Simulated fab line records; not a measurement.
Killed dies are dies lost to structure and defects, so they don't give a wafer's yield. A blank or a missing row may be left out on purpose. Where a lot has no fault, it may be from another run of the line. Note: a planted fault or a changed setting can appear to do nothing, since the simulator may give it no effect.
Chamber matching | flow n5-finfet | rie-diel-04 running N5_FIN_SAQP_HM_OPEN_73: 4 sister chambers
The step chemistry CHF3/O2, target SiO2, stops on a-Si, target depth 12 nm, time 16.8 s. 14 wafers are shown with their chamber, then 7 later ones without.

== EACH WAFER AND ITS CHAMBER ==
wafer  | chamber | drypump-motor-current-A (A) | showerhead-plenum-p-Torr (Torr) | rf-vpp-V (V)
L075.2 | 1       | 6.4                         | 2.49                            | 538
L075.4 | 2       | 5.6                         | 2.32                            | 541
L075.6 | 1       | 6.4                         | 2.49                            | 537
L077.1 | 2       | 5.6                         | 2.32                            | 542
L077.4 | 0       | 6.1                         | 2.44                            | 522
L077.5 | 2       | 5.6                         | 2.32                            | 541
L081.1 | 0       | 6.0                         | 2.44                            | 522
L081.3 | 1       | 6.4                         | 2.49                            | 539
L081.4 | 2       | 5.6                         | 2.31                            | 541
L085.2 | 2       | 5.6                         | 2.31                            | 541
L085.3 | 3       | 5.2                         | 2.30                            | 542
L085.4 | 0       | 6.0                         | 2.43                            | 521
L093.1 | 0       | 6.0                         | 2.43                            | 521
L093.4 | 3       | 5.2                         | 2.29                            | 542

SIGNATURES (means of the wafers above)
reading                  | chamber 0 | chamber 1 | chamber 2 | chamber 3 | scatter within a chamber
drypump-motor-current-A  | 6.025     | 6.400     | 5.600     | 5.200     | 0.0274
showerhead-plenum-p-Torr | 2.4350    | 2.4900    | 2.3160    | 2.2950    | 0.0052
rf-vpp-V                 | 521.50    | 538.00    | 541.20    | 542.00    | 0.616
Rule: a wafer lies at a distance from a chamber equal to the root of the sum of squares, over the readings, of (its reading less the chamber's mean, divided by the reading's scatter). If the next closest chamber is less than 2 further off than the closest, the wafer can't be placed; otherwise it belongs to the closest. The scatter is the square root of a quotient: the sum, over the shown wafers, of each reading's squared deviation from its chamber's mean, divided by wafers minus chambers.

== WAFERS WITH NO CHAMBER GIVEN ==
wafer  | drypump-motor-current-A (A) | showerhead-plenum-p-Torr (Torr) | rf-vpp-V (V)
L093.6 | 5.9                         | 2.43                            | 520
L094.1 | 6.4                         | 2.48                            | 537
L094.2 | 5.2                         | 2.29                            | 543
L094.5 | 5.2                         | 2.29                            | 544
L096.2 | 5.6                         | 2.31                            | 540
L096.4 | 5.6                         | 2.31                            | 541
L096.5 | 5.6                         | 2.31                            | 542

== WHICH CHAMBER EACH ONE RAN IN ==
wafer  | from the rows above | in truth
L093.6 | 0                   | 0
L094.1 | 1                   | 1
L094.2 | 3                   | 3
L094.5 | 3                   | 3
L096.2 | 2                   | 2
L096.4 | 2                   | 2
L096.5 | 2                   | 2
Placed correctly: 7 of 7. Not placeable from these rows: 0. Placed wrongly: 0.
